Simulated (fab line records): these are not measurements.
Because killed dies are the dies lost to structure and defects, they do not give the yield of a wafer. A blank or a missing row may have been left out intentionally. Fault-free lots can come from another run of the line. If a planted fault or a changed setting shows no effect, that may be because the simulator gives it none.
Which tool is to blame? / flow n5-finfet / Sampling: 24 lots, 72 wafers, 6 of 1938 route steps

WHAT THE GAUGES READ, wafer by wafer
Not one reading of a measure or inspect step in the record can be checked against a usual standard deviation.

WHICH TOOL RAN EACH LOT (tool, then ch and the chambers of the sampled wafers, then the start)
lot=L074; N5_BEOL_M1_ETCH_69=rie-diel-03 ch 0,1,3, day 6 02:11; N5_BEOL_M1_SPUTTER_79=pvd-sputter-01, day 6 08:16; N5_BEOL_M1_ANNEAL_82=pvd-sputter-01, day 6 08:34; N5_BEOL_M1_SPUTTER_86=pvd-sputter-01, day 6 08:42; N5_BEOL_M1_ANNEAL_91=pvd-sputter-01, day 6 09:13; N5_BEOL_M1_SPUTTER_96=pvd-sputter-01, day 6 09:48
lot=L075; N5_BEOL_M1_ETCH_69=rie-diel-03 ch 1,3, day 6 08:14; N5_BEOL_M1_SPUTTER_79=pvd-sputter-03, day 6 13:27; N5_BEOL_M1_ANNEAL_82=pvd-sputter-03, day 6 13:45; N5_BEOL_M1_SPUTTER_86=pvd-sputter-03, day 6 13:53; N5_BEOL_M1_ANNEAL_91=pvd-sputter-03, day 6 14:25; N5_BEOL_M1_SPUTTER_96=pvd-sputter-03, day 6 14:59
lot=L076; N5_BEOL_M1_ETCH_69=rie-diel-05 ch 0,2,3, day 6 16:51; N5_BEOL_M1_SPUTTER_79=pvd-sputter-01, day 6 19:47; N5_BEOL_M1_ANNEAL_82=pvd-sputter-01, day 6 20:05; N5_BEOL_M1_SPUTTER_86=pvd-sputter-01, day 6 20:14; N5_BEOL_M1_ANNEAL_91=pvd-sputter-01, day 6 20:45; N5_BEOL_M1_SPUTTER_96=pvd-sputter-01, day 6 21:20
lot=L077; N5_BEOL_M1_ETCH_69=rie-diel-03 ch 0,1, day 6 20:27; N5_BEOL_M1_SPUTTER_79=pvd-sputter-01, day 6 22:38; N5_BEOL_M1_ANNEAL_82=pvd-sputter-01, day 6 22:56; N5_BEOL_M1_SPUTTER_86=pvd-sputter-01, day 6 23:05; N5_BEOL_M1_ANNEAL_91=pvd-sputter-01, day 6 23:36; N5_BEOL_M1_SPUTTER_96=pvd-sputter-01, day 7 00:11
lot=L078; N5_BEOL_M1_ETCH_69=rie-diel-03 ch 0,1, day 7 02:08; N5_BEOL_M1_SPUTTER_79=pvd-sputter-01, day 7 04:37; N5_BEOL_M1_ANNEAL_82=pvd-sputter-01, day 7 04:55; N5_BEOL_M1_SPUTTER_86=pvd-sputter-01, day 7 05:04; N5_BEOL_M1_ANNEAL_91=pvd-sputter-01, day 7 05:35; N5_BEOL_M1_SPUTTER_96=pvd-sputter-01, day 7 06:10
lot=L079; N5_BEOL_M1_ETCH_69=rie-diel-03 ch 0,3, day 7 05:30; N5_BEOL_M1_SPUTTER_79=pvd-sputter-03, day 7 11:38; N5_BEOL_M1_ANNEAL_82=pvd-sputter-03, day 7 11:56; N5_BEOL_M1_SPUTTER_86=pvd-sputter-03, day 7 12:05; N5_BEOL_M1_ANNEAL_91=pvd-sputter-03, day 7 12:36; N5_BEOL_M1_SPUTTER_96=pvd-sputter-03, day 7 13:11
lot=L080; N5_BEOL_M1_ETCH_69=rie-diel-03 ch 0,1,3, day 7 14:34; N5_BEOL_M1_SPUTTER_79=pvd-sputter-02, day 7 20:10; N5_BEOL_M1_ANNEAL_82=pvd-sputter-02, day 7 20:28; N5_BEOL_M1_SPUTTER_86=pvd-sputter-02, day 7 20:36; N5_BEOL_M1_ANNEAL_91=pvd-sputter-02, day 7 21:07; N5_BEOL_M1_SPUTTER_96=pvd-sputter-02, day 7 21:42
lot=L082; N5_BEOL_M1_ETCH_69=rie-diel-03 ch 1,2,3, day 8 00:37; N5_BEOL_M1_SPUTTER_79=pvd-sputter-03, day 8 03:13; N5_BEOL_M1_ANNEAL_82=pvd-sputter-03, day 8 03:31; N5_BEOL_M1_SPUTTER_86=pvd-sputter-03, day 8 03:39; N5_BEOL_M1_ANNEAL_91=pvd-sputter-03, day 8 04:10; N5_BEOL_M1_SPUTTER_96=pvd-sputter-03, day 8 04:45
lot=L081; N5_BEOL_M1_ETCH_69=rie-diel-05 ch 0,1, day 8 01:52; N5_BEOL_M1_SPUTTER_79=pvd-sputter-03, day 8 06:21; N5_BEOL_M1_ANNEAL_82=pvd-sputter-03, day 8 06:39; N5_BEOL_M1_SPUTTER_86=pvd-sputter-03, day 8 06:47; N5_BEOL_M1_ANNEAL_91=pvd-sputter-03, day 8 07:19; N5_BEOL_M1_SPUTTER_96=pvd-sputter-03, day 8 07:53
lot=L083; N5_BEOL_M1_ETCH_69=rie-diel-04 ch 1,2,3, day 8 10:20; N5_BEOL_M1_SPUTTER_79=pvd-sputter-01, day 8 18:08; N5_BEOL_M1_ANNEAL_82=pvd-sputter-01, day 8 18:26; N5_BEOL_M1_SPUTTER_86=pvd-sputter-01, day 8 18:35; N5_BEOL_M1_ANNEAL_91=pvd-sputter-01, day 8 19:06; N5_BEOL_M1_SPUTTER_96=pvd-sputter-01, day 8 19:41
lot=L084; N5_BEOL_M1_ETCH_69=rie-diel-04 ch 0,1,3, day 8 15:11; N5_BEOL_M1_SPUTTER_79=pvd-sputter-02, day 8 21:10; N5_BEOL_M1_ANNEAL_82=pvd-sputter-02, day 8 21:28; N5_BEOL_M1_SPUTTER_86=pvd-sputter-02, day 8 21:37; N5_BEOL_M1_ANNEAL_91=pvd-sputter-02, day 8 22:08; N5_BEOL_M1_SPUTTER_96=pvd-sputter-02, day 8 22:43
lot=L086; N5_BEOL_M1_ETCH_69=rie-diel-04 ch 2,3, day 9 08:50; N5_BEOL_M1_SPUTTER_79=pvd-sputter-01, day 9 20:04; N5_BEOL_M1_ANNEAL_82=pvd-sputter-01, day 9 20:22; N5_BEOL_M1_SPUTTER_86=pvd-sputter-01, day 9 20:30; N5_BEOL_M1_ANNEAL_91=pvd-sputter-01, day 9 21:01; N5_BEOL_M1_SPUTTER_96=pvd-sputter-01, day 9 21:36
lot=L085; N5_BEOL_M1_ETCH_69=rie-diel-05 ch 0,2, day 9 08:53; N5_BEOL_M1_SPUTTER_79=pvd-sputter-03, day 9 18:31; N5_BEOL_M1_ANNEAL_82=pvd-sputter-03, day 9 18:49; N5_BEOL_M1_SPUTTER_86=pvd-sputter-03, day 9 18:57; N5_BEOL_M1_ANNEAL_91=pvd-sputter-03, day 9 19:28; N5_BEOL_M1_SPUTTER_96=pvd-sputter-03, day 9 20:03
lot=L087; N5_BEOL_M1_ETCH_69=rie-diel-04 ch 0,1,2, day 9 11:52; N5_BEOL_M1_SPUTTER_79=pvd-sputter-03, day 9 23:19; N5_BEOL_M1_ANNEAL_82=pvd-sputter-03, day 9 23:37; N5_BEOL_M1_SPUTTER_86=pvd-sputter-03, day 9 23:45; N5_BEOL_M1_ANNEAL_91=pvd-sputter-03, day 10 00:16; N5_BEOL_M1_SPUTTER_96=pvd-sputter-03, day 10 00:51
lot=L088; N5_BEOL_M1_ETCH_69=rie-diel-04 ch 0,2,3, day 9 14:12; N5_BEOL_M1_SPUTTER_79=pvd-sputter-01, day 10 00:53; N5_BEOL_M1_ANNEAL_82=pvd-sputter-01, day 10 01:11; N5_BEOL_M1_SPUTTER_86=pvd-sputter-01, day 10 01:19; N5_BEOL_M1_ANNEAL_91=pvd-sputter-01, day 10 01:50; N5_BEOL_M1_SPUTTER_96=pvd-sputter-01, day 10 02:25
lot=L089; N5_BEOL_M1_ETCH_69=rie-diel-03 ch 1,2,3, day 9 22:56; N5_BEOL_M1_SPUTTER_79=pvd-sputter-02, day 10 09:05; N5_BEOL_M1_ANNEAL_82=pvd-sputter-02, day 10 09:23; N5_BEOL_M1_SPUTTER_86=pvd-sputter-02, day 10 09:32; N5_BEOL_M1_ANNEAL_91=pvd-sputter-02, day 10 10:03; N5_BEOL_M1_SPUTTER_96=pvd-sputter-02, day 10 10:38
lot=L091; N5_BEOL_M1_ETCH_69=rie-diel-03 ch 0,2,3, day 10 04:02; N5_BEOL_M1_SPUTTER_79=pvd-sputter-03, day 10 10:35; N5_BEOL_M1_ANNEAL_82=pvd-sputter-03, day 10 10:53; N5_BEOL_M1_SPUTTER_86=pvd-sputter-03, day 10 11:01; N5_BEOL_M1_ANNEAL_91=pvd-sputter-03, day 10 11:32; N5_BEOL_M1_SPUTTER_96=pvd-sputter-03, day 10 12:07
lot=L090; N5_BEOL_M1_ETCH_69=rie-diel-05 ch 0,1,3, day 10 05:29; N5_BEOL_M1_SPUTTER_79=pvd-sputter-02, day 10 12:20; N5_BEOL_M1_ANNEAL_82=pvd-sputter-02, day 10 12:38; N5_BEOL_M1_SPUTTER_86=pvd-sputter-02, day 10 12:47; N5_BEOL_M1_ANNEAL_91=pvd-sputter-02, day 10 13:18; N5_BEOL_M1_SPUTTER_96=pvd-sputter-02, day 10 13:53
lot=L092; N5_BEOL_M1_ETCH_69=rie-diel-03 ch 0,1, day 10 16:01; N5_BEOL_M1_SPUTTER_79=pvd-sputter-02, day 10 22:02; N5_BEOL_M1_ANNEAL_82=pvd-sputter-02, day 10 22:20; N5_BEOL_M1_SPUTTER_86=pvd-sputter-02, day 10 22:29; N5_BEOL_M1_ANNEAL_91=pvd-sputter-02, day 10 23:00; N5_BEOL_M1_SPUTTER_96=pvd-sputter-02, day 10 23:35
lot=L093; N5_BEOL_M1_ETCH_69=rie-diel-03 ch 0,2,3, day 10 19:40; N5_BEOL_M1_SPUTTER_79=pvd-sputter-02, day 11 06:31; N5_BEOL_M1_ANNEAL_82=pvd-sputter-02, day 11 06:49; N5_BEOL_M1_SPUTTER_86=pvd-sputter-02, day 11 06:58; N5_BEOL_M1_ANNEAL_91=pvd-sputter-02, day 11 07:29; N5_BEOL_M1_SPUTTER_96=pvd-sputter-02, day 11 08:04
lot=L094; N5_BEOL_M1_ETCH_69=rie-diel-05 ch 0,2,3, day 10 22:53; N5_BEOL_M1_SPUTTER_79=pvd-sputter-02, day 11 09:58; N5_BEOL_M1_ANNEAL_82=pvd-sputter-02, day 11 10:16; N5_BEOL_M1_SPUTTER_86=pvd-sputter-02, day 11 10:24; N5_BEOL_M1_ANNEAL_91=pvd-sputter-02, day 11 10:55; N5_BEOL_M1_SPUTTER_96=pvd-sputter-02, day 11 11:30
lot=L095; N5_BEOL_M1_ETCH_69=rie-diel-04 ch 0,2, day 11 09:53; N5_BEOL_M1_SPUTTER_79=pvd-sputter-02, day 11 14:49; N5_BEOL_M1_ANNEAL_82=pvd-sputter-02, day 11 15:07; N5_BEOL_M1_SPUTTER_86=pvd-sputter-02, day 11 15:16; N5_BEOL_M1_ANNEAL_91=pvd-sputter-02, day 11 15:47; N5_BEOL_M1_SPUTTER_96=pvd-sputter-02, day 11 16:22
lot=L097; N5_BEOL_M1_ETCH_69=rie-diel-04 ch 1,2,3, day 11 20:13; N5_BEOL_M1_SPUTTER_79=pvd-sputter-02, day 12 07:51; N5_BEOL_M1_ANNEAL_82=pvd-sputter-02, day 12 08:09; N5_BEOL_M1_SPUTTER_86=pvd-sputter-02, day 12 08:17; N5_BEOL_M1_ANNEAL_91=pvd-sputter-02, day 12 08:49; N5_BEOL_M1_SPUTTER_96=pvd-sputter-02, day 12 09:23
lot=L096; N5_BEOL_M1_ETCH_69=rie-diel-05 ch 0,1, day 12 04:00; N5_BEOL_M1_SPUTTER_79=pvd-sputter-01, day 12 10:46; N5_BEOL_M1_ANNEAL_82=pvd-sputter-01, day 12 11:04; N5_BEOL_M1_SPUTTER_86=pvd-sputter-01, day 12 11:13; N5_BEOL_M1_ANNEAL_91=pvd-sputter-01, day 12 11:44; N5_BEOL_M1_SPUTTER_96=pvd-sputter-01, day 12 12:19
- N5_BEOL_M1_ETCH_69: etches SiARC in CF4, target depth 15.6 nm, time 26 s.
- N5_BEOL_M1_SPUTTER_79: material Cu, target thk 4.5 nm, time 8.29 s.
- N5_BEOL_M1_ANNEAL_82: time 240 s.
- N5_BEOL_M1_SPUTTER_86: material Cu, target thk 4.5 nm, time 8.29 s.
- N5_BEOL_M1_ANNEAL_91: time 240 s.
- N5_BEOL_M1_SPUTTER_96: material Cu, target thk 4.5 nm, time 8.29 s.

AS READ BY THE TOOLS THEMSELVES (means over the sampled wafers that have a number; for cases with no such wafer, the mark the record gives instead)
N5_BEOL_M1_ETCH_69. Usual: drypump-motor-current-A 5.9 A, standard deviation 0.41; etch-rf-on-time-s 25.8 s, standard deviation 0.44; oes-product-au 0.66 a.u., standard deviation 0.058; rf-vpp-V 184.2 V, standard deviation 1.1; showerhead-plenum-p-Torr 2.15 Torr, standard deviation 0.05; throttle-valve-pct 15.62 %, standard deviation 0.15.
lot=L074; tool=rie-diel-03; drypump-motor-current-A (A)=6.0; etch-rf-on-time-s (s)=26.0; oes-product-au (a.u.)=0.68; rf-vpp-V (V)=184.4; showerhead-plenum-p-Torr (Torr)=2.12; throttle-valve-pct (%)=15.57; flag=
lot=L075; tool=rie-diel-03; drypump-motor-current-A (A)=5.7; etch-rf-on-time-s (s)=25.4; oes-product-au (a.u.)=0.67; rf-vpp-V (V)=183.2; showerhead-plenum-p-Torr (Torr)=2.11; throttle-valve-pct (%)=15.60; flag=
lot=L076; tool=rie-diel-05; drypump-motor-current-A (A)=5.5; etch-rf-on-time-s (s)=26.0; oes-product-au (a.u.)=0.69; rf-vpp-V (V)=185.3; showerhead-plenum-p-Torr (Torr)=2.21; throttle-valve-pct (%)=15.69; flag=
lot=L077; tool=rie-diel-03; drypump-motor-current-A (A)=6.1; etch-rf-on-time-s (s)=25.3; oes-product-au (a.u.)=0.73; rf-vpp-V (V)=183.5; showerhead-plenum-p-Torr (Torr)=2.11; throttle-valve-pct (%)=15.47; flag=
lot=L078; tool=rie-diel-03; drypump-motor-current-A (A)=6.2; etch-rf-on-time-s (s)=25.4; oes-product-au (a.u.)=0.68; rf-vpp-V (V)=183.6; showerhead-plenum-p-Torr (Torr)=2.11; throttle-valve-pct (%)=15.58; flag=
lot=L079; tool=rie-diel-03; drypump-motor-current-A (A)=5.8; etch-rf-on-time-s (s)=25.9; oes-product-au (a.u.)=0.61; rf-vpp-V (V)=183.1; showerhead-plenum-p-Torr (Torr)=2.12; throttle-valve-pct (%)=15.70; flag=
lot=L080; tool=rie-diel-03; drypump-motor-current-A (A)=6.0; etch-rf-on-time-s (s)=25.4; oes-product-au (a.u.)=0.67; rf-vpp-V (V)=183.6; showerhead-plenum-p-Torr (Torr)=2.11; throttle-valve-pct (%)=15.61; flag=
lot=L082; tool=rie-diel-03; drypump-motor-current-A (A)=5.7; etch-rf-on-time-s (s)=25.3; oes-product-au (a.u.)=0.67; rf-vpp-V (V)=184.3; showerhead-plenum-p-Torr (Torr)=2.11; throttle-valve-pct (%)=15.54; flag=
lot=L081; tool=rie-diel-05; drypump-motor-current-A (A)=5.6; etch-rf-on-time-s (s)=26.2; oes-product-au (a.u.)=0.65; rf-vpp-V (V)=184.5; showerhead-plenum-p-Torr (Torr)=2.20; throttle-valve-pct (%)=15.72; flag=
lot=L083; tool=rie-diel-04; drypump-motor-current-A (A)=6.4; etch-rf-on-time-s (s)=26.3; oes-product-au (a.u.)=0.63; rf-vpp-V (V)=183.8; showerhead-plenum-p-Torr (Torr)=2.13; throttle-valve-pct (%)=15.65; flag=
lot=L084; tool=rie-diel-04; drypump-motor-current-A (A)=6.0; etch-rf-on-time-s (s)=26.2; oes-product-au (a.u.)=0.66; rf-vpp-V (V)=184.5; showerhead-plenum-p-Torr (Torr)=2.17; throttle-valve-pct (%)=15.58; flag=
lot=L086; tool=rie-diel-04; drypump-motor-current-A (A)=6.4; etch-rf-on-time-s (s)=26.3; oes-product-au (a.u.)=0.61; rf-vpp-V (V)=183.7; showerhead-plenum-p-Torr (Torr)=2.13; throttle-valve-pct (%)=15.59; flag=
lot=L085; tool=rie-diel-05; drypump-motor-current-A (A)=5.6; etch-rf-on-time-s (s)=26.4; oes-product-au (a.u.)=0.64; rf-vpp-V (V)=184.6; showerhead-plenum-p-Torr (Torr)=2.19; throttle-valve-pct (%)=15.84; flag=
lot=L087; tool=rie-diel-04; drypump-motor-current-A (A)=6.0; etch-rf-on-time-s (s)=25.9; oes-product-au (a.u.)=0.66; rf-vpp-V (V)=184.5; showerhead-plenum-p-Torr (Torr)=2.17; throttle-valve-pct (%)=15.60; flag=
lot=L088; tool=rie-diel-04; drypump-motor-current-A (A)=6.1; etch-rf-on-time-s (s)=26.1; oes-product-au (a.u.)=0.65; rf-vpp-V (V)=184.2; showerhead-plenum-p-Torr (Torr)=2.17; throttle-valve-pct (%)=15.52; flag=
lot=L089; tool=rie-diel-03; drypump-motor-current-A (A)=5.7; etch-rf-on-time-s (s)=25.6; oes-product-au (a.u.)=0.65; rf-vpp-V (V)=184.8; showerhead-plenum-p-Torr (Torr)=2.11; throttle-valve-pct (%)=15.57; flag=
lot=L091; tool=rie-diel-03; drypump-motor-current-A (A)=5.8; etch-rf-on-time-s (s)=25.6; oes-product-au (a.u.)=0.61; rf-vpp-V (V)=184.0; showerhead-plenum-p-Torr (Torr)=2.12; throttle-valve-pct (%)=15.66; flag=
lot=L090; tool=rie-diel-05; drypump-motor-current-A (A)=5.6; etch-rf-on-time-s (s)=25.7; oes-product-au (a.u.)=0.68; rf-vpp-V (V)=185.5; showerhead-plenum-p-Torr (Torr)=2.21; throttle-valve-pct (%)=15.68; flag=
lot=L092; tool=rie-diel-03; drypump-motor-current-A (A)=6.3; etch-rf-on-time-s (s)=25.5; oes-product-au (a.u.)=0.66; rf-vpp-V (V)=184.1; showerhead-plenum-p-Torr (Torr)=2.10; throttle-valve-pct (%)=15.63; flag=
lot=L093; tool=rie-diel-03; drypump-motor-current-A (A)=5.8; etch-rf-on-time-s (s)=25.7; oes-product-au (a.u.)=0.61; rf-vpp-V (V)=183.7; showerhead-plenum-p-Torr (Torr)=2.12; throttle-valve-pct (%)=15.66; flag=
lot=L094; tool=rie-diel-05; drypump-motor-current-A (A)=5.5; etch-rf-on-time-s (s)=26.0; oes-product-au (a.u.)=0.66; rf-vpp-V (V)=184.7; showerhead-plenum-p-Torr (Torr)=2.20; throttle-valve-pct (%)=15.76; flag=
lot=L095; tool=rie-diel-04; drypump-motor-current-A (A)=5.8; etch-rf-on-time-s (s)=26.0; oes-product-au (a.u.)=0.67; rf-vpp-V (V)=185.2; showerhead-plenum-p-Torr (Torr)=2.21; throttle-valve-pct (%)=15.48; flag=
lot=L097; tool=rie-diel-04; drypump-motor-current-A (A)=6.4; etch-rf-on-time-s (s)=26.3; oes-product-au (a.u.)=0.61; rf-vpp-V (V)=183.1; showerhead-plenum-p-Torr (Torr)=2.12; throttle-valve-pct (%)=15.70; flag=
lot=L096; tool=rie-diel-05; drypump-motor-current-A (A)=5.6; etch-rf-on-time-s (s)=25.9; oes-product-au (a.u.)=0.63; rf-vpp-V (V)=184.9; showerhead-plenum-p-Torr (Torr)=2.19; throttle-valve-pct (%)=15.76; flag=

N5_BEOL_M1_SPUTTER_79. Usual: throttle-valve-pct reads 29.6 % (standard deviation 0.95).
lot=L074; tool=pvd-sputter-01; throttle-valve-pct (%)=29.5; flag=
lot=L075; tool=pvd-sputter-03; throttle-valve-pct (%)=30.4; flag=
lot=L076; tool=pvd-sputter-01; throttle-valve-pct (%)=29.4; flag=
lot=L077; tool=pvd-sputter-01; throttle-valve-pct (%)=29.5; flag=
lot=L078; tool=pvd-sputter-01; throttle-valve-pct (%)=29.6; flag=
lot=L079; tool=pvd-sputter-03; throttle-valve-pct (%)=29.7; flag=
lot=L080; tool=pvd-sputter-02; throttle-valve-pct (%)=28.6; flag=
lot=L082; tool=pvd-sputter-03; throttle-valve-pct (%)=30.4; flag=
lot=L081; tool=pvd-sputter-03; throttle-valve-pct (%)=31.2; flag=
lot=L083; tool=pvd-sputter-01; throttle-valve-pct (%)=29.4; flag=
lot=L084; tool=pvd-sputter-02; throttle-valve-pct (%)=28.9; flag=
lot=L086; tool=pvd-sputter-01; throttle-valve-pct (%)=29.8; flag=
lot=L085; tool=pvd-sputter-03; throttle-valve-pct (%)=29.5; flag=
lot=L087; tool=pvd-sputter-03; throttle-valve-pct (%)=29.7; flag=
lot=L088; tool=pvd-sputter-01; throttle-valve-pct (%)=29.4; flag=
lot=L089; tool=pvd-sputter-02; throttle-valve-pct (%)=29.6; flag=
lot=L091; tool=pvd-sputter-03; throttle-valve-pct (%)=30.3; flag=
lot=L090; tool=pvd-sputter-02; throttle-valve-pct (%)=28.7; flag=
lot=L092; tool=pvd-sputter-02; throttle-valve-pct (%)=28.8; flag=
lot=L093; tool=pvd-sputter-02; throttle-valve-pct (%)=29.6; flag=
lot=L094; tool=pvd-sputter-02; throttle-valve-pct (%)=28.8; flag=
lot=L095; tool=pvd-sputter-02; throttle-valve-pct (%)=28.9; flag=
lot=L097; tool=pvd-sputter-02; throttle-valve-pct (%)=28.9; flag=
lot=L096; tool=pvd-sputter-01; throttle-valve-pct (%)=29.8; flag=

N5_BEOL_M1_ANNEAL_82. Usual: heater-power-w reads 842 W (standard deviation 89).
lot=L074; tool=pvd-sputter-01; heater-power-w (W)=805; flag=
lot=L075; tool=pvd-sputter-03; heater-power-w (W)=934; flag=
lot=L076; tool=pvd-sputter-01; heater-power-w (W)=797; flag=
lot=L077; tool=pvd-sputter-01; heater-power-w (W)=746; flag=
lot=L078; tool=pvd-sputter-01; heater-power-w (W)=763; flag=
lot=L079; tool=pvd-sputter-03; heater-power-w (W)=771; flag=
lot=L080; tool=pvd-sputter-02; heater-power-w (W)=839; flag=
lot=L082; tool=pvd-sputter-03; heater-power-w (W)=879; flag=
lot=L081; tool=pvd-sputter-03; heater-power-w (W)=971; flag=
lot=L083; tool=pvd-sputter-01; heater-power-w (W)=793; flag=
lot=L084; tool=pvd-sputter-02; heater-power-w (W)=841; flag=
lot=L086; tool=pvd-sputter-01; heater-power-w (W)=811; flag=
lot=L085; tool=pvd-sputter-03; heater-power-w (W)=920; flag=
lot=L087; tool=pvd-sputter-03; heater-power-w (W)=848; flag=
lot=L088; tool=pvd-sputter-01; heater-power-w (W)=859; flag=
lot=L089; tool=pvd-sputter-02; heater-power-w (W)=815; flag=
lot=L091; tool=pvd-sputter-03; heater-power-w (W)=959; flag=
lot=L090; tool=pvd-sputter-02; heater-power-w (W)=830; flag=
lot=L092; tool=pvd-sputter-02; heater-power-w (W)=824; flag=
lot=L093; tool=pvd-sputter-02; heater-power-w (W)=836; flag=
lot=L094; tool=pvd-sputter-02; heater-power-w (W)=837; flag=
lot=L095; tool=pvd-sputter-02; heater-power-w (W)=839; flag=
lot=L097; tool=pvd-sputter-02; heater-power-w (W)=847; flag=
lot=L096; tool=pvd-sputter-01; heater-power-w (W)=817; flag=

N5_BEOL_M1_SPUTTER_86. Usual: throttle-valve-pct reads 29.6 % (standard deviation 0.96).
lot=L074; tool=pvd-sputter-01; throttle-valve-pct (%)=29.4; flag=
lot=L075; tool=pvd-sputter-03; throttle-valve-pct (%)=30.3; flag=
lot=L076; tool=pvd-sputter-01; throttle-valve-pct (%)=29.5; flag=
lot=L077; tool=pvd-sputter-01; throttle-valve-pct (%)=29.6; flag=
lot=L078; tool=pvd-sputter-01; throttle-valve-pct (%)=29.5; flag=
lot=L079; tool=pvd-sputter-03; throttle-valve-pct (%)=29.7; flag=
lot=L080; tool=pvd-sputter-02; throttle-valve-pct (%)=28.9; flag=
lot=L082; tool=pvd-sputter-03; throttle-valve-pct (%)=30.6; flag=
lot=L081; tool=pvd-sputter-03; throttle-valve-pct (%)=31.2; flag=
lot=L083; tool=pvd-sputter-01; throttle-valve-pct (%)=29.5; flag=
lot=L084; tool=pvd-sputter-02; throttle-valve-pct (%)=28.8; flag=
lot=L086; tool=pvd-sputter-01; throttle-valve-pct (%)=30.1; flag=
lot=L085; tool=pvd-sputter-03; throttle-valve-pct (%)=29.6; flag=
lot=L087; tool=pvd-sputter-03; throttle-valve-pct (%)=29.6; flag=
lot=L088; tool=pvd-sputter-01; throttle-valve-pct (%)=29.3; flag=
lot=L089; tool=pvd-sputter-02; throttle-valve-pct (%)=29.4; flag=
lot=L091; tool=pvd-sputter-03; throttle-valve-pct (%)=30.1; flag=
lot=L090; tool=pvd-sputter-02; throttle-valve-pct (%)=28.7; flag=
lot=L092; tool=pvd-sputter-02; throttle-valve-pct (%)=28.8; flag=
lot=L093; tool=pvd-sputter-02; throttle-valve-pct (%)=29.5; flag=
lot=L094; tool=pvd-sputter-02; throttle-valve-pct (%)=28.8; flag=
lot=L095; tool=pvd-sputter-02; throttle-valve-pct (%)=28.8; flag=
lot=L097; tool=pvd-sputter-02; throttle-valve-pct (%)=28.9; flag=
lot=L096; tool=pvd-sputter-01; throttle-valve-pct (%)=29.9; flag=

N5_BEOL_M1_ANNEAL_91. Usual: heater-power-w reads 845 W (standard deviation 90).
lot=L074; tool=pvd-sputter-01; heater-power-w (W)=808; flag=
lot=L075; tool=pvd-sputter-03; heater-power-w (W)=956; flag=
lot=L076; tool=pvd-sputter-01; heater-power-w (W)=808; flag=
lot=L077; tool=pvd-sputter-01; heater-power-w (W)=750; flag=
lot=L078; tool=pvd-sputter-01; heater-power-w (W)=744; flag=
lot=L079; tool=pvd-sputter-03; heater-power-w (W)=787; flag=
lot=L080; tool=pvd-sputter-02; heater-power-w (W)=825; flag=
lot=L082; tool=pvd-sputter-03; heater-power-w (W)=864; flag=
lot=L081; tool=pvd-sputter-03; heater-power-w (W)=955; flag=
lot=L083; tool=pvd-sputter-01; heater-power-w (W)=807; flag=
lot=L084; tool=pvd-sputter-02; heater-power-w (W)=824; flag=
lot=L086; tool=pvd-sputter-01; heater-power-w (W)=838; flag=
lot=L085; tool=pvd-sputter-03; heater-power-w (W)=909; flag=
lot=L087; tool=pvd-sputter-03; heater-power-w (W)=852; flag=
lot=L088; tool=pvd-sputter-01; heater-power-w (W)=877; flag=
lot=L089; tool=pvd-sputter-02; heater-power-w (W)=826; flag=
lot=L091; tool=pvd-sputter-03; heater-power-w (W)=947; flag=
lot=L090; tool=pvd-sputter-02; heater-power-w (W)=833; flag=
lot=L092; tool=pvd-sputter-02; heater-power-w (W)=845; flag=
lot=L093; tool=pvd-sputter-02; heater-power-w (W)=842; flag=
lot=L094; tool=pvd-sputter-02; heater-power-w (W)=852; flag=
lot=L095; tool=pvd-sputter-02; heater-power-w (W)=830; flag=
lot=L097; tool=pvd-sputter-02; heater-power-w (W)=852; flag=
lot=L096; tool=pvd-sputter-01; heater-power-w (W)=818; flag=

N5_BEOL_M1_SPUTTER_96. Usual: throttle-valve-pct reads 29.6 % (standard deviation 0.96).
lot=L074; tool=pvd-sputter-01; throttle-valve-pct (%)=29.5; flag=
lot=L075; tool=pvd-sputter-03; throttle-valve-pct (%)=30.3; flag=
lot=L076; tool=pvd-sputter-01; throttle-valve-pct (%)=29.3; flag=
lot=L077; tool=pvd-sputter-01; throttle-valve-pct (%)=29.7; flag=
lot=L078; tool=pvd-sputter-01; throttle-valve-pct (%)=29.6; flag=
lot=L079; tool=pvd-sputter-03; throttle-valve-pct (%)=29.9; flag=
lot=L080; tool=pvd-sputter-02; throttle-valve-pct (%)=28.9; flag=
lot=L082; tool=pvd-sputter-03; throttle-valve-pct (%)=30.5; flag=
lot=L081; tool=pvd-sputter-03; throttle-valve-pct (%)=31.1; flag=
lot=L083; tool=pvd-sputter-01; throttle-valve-pct (%)=29.4; flag=
lot=L084; tool=pvd-sputter-02; throttle-valve-pct (%)=28.8; flag=
lot=L086; tool=pvd-sputter-01; throttle-valve-pct (%)=30.2; flag=
lot=L085; tool=pvd-sputter-03; throttle-valve-pct (%)=29.5; flag=
lot=L087; tool=pvd-sputter-03; throttle-valve-pct (%)=29.6; flag=
lot=L088; tool=pvd-sputter-01; throttle-valve-pct (%)=29.1; flag=
lot=L089; tool=pvd-sputter-02; throttle-valve-pct (%)=29.5; flag=
lot=L091; tool=pvd-sputter-03; throttle-valve-pct (%)=30.4; flag=
lot=L090; tool=pvd-sputter-02; throttle-valve-pct (%)=28.8; flag=
lot=L092; tool=pvd-sputter-02; throttle-valve-pct (%)=28.9; flag=
lot=L093; tool=pvd-sputter-02; throttle-valve-pct (%)=29.5; flag=
lot=L094; tool=pvd-sputter-02; throttle-valve-pct (%)=28.8; flag=
lot=L095; tool=pvd-sputter-02; throttle-valve-pct (%)=28.8; flag=
lot=L097; tool=pvd-sputter-02; throttle-valve-pct (%)=28.9; flag=
lot=L096; tool=pvd-sputter-01; throttle-valve-pct (%)=30.0; flag=

THE ANSWER, worked out from the rows above alone
Rule: a lot counts as off when the mean over its wafers that have a number is more than 3 standard deviations away from the usual mean. Also off: a lot with no number at a reading for which 4 or more lots have one. Any other lot the step has rows for is counted as sound. After the gauges, taken in route order, come the tools' own readings; for these a lot's mean is taken, as printed above. At the first step where some lot is off, the reading lying furthest off is the one used; lots without a number count as furthest.
None of the lots is off at any reading shown; this tells nothing.

WHAT THE SIMULATOR HAD INSERTED
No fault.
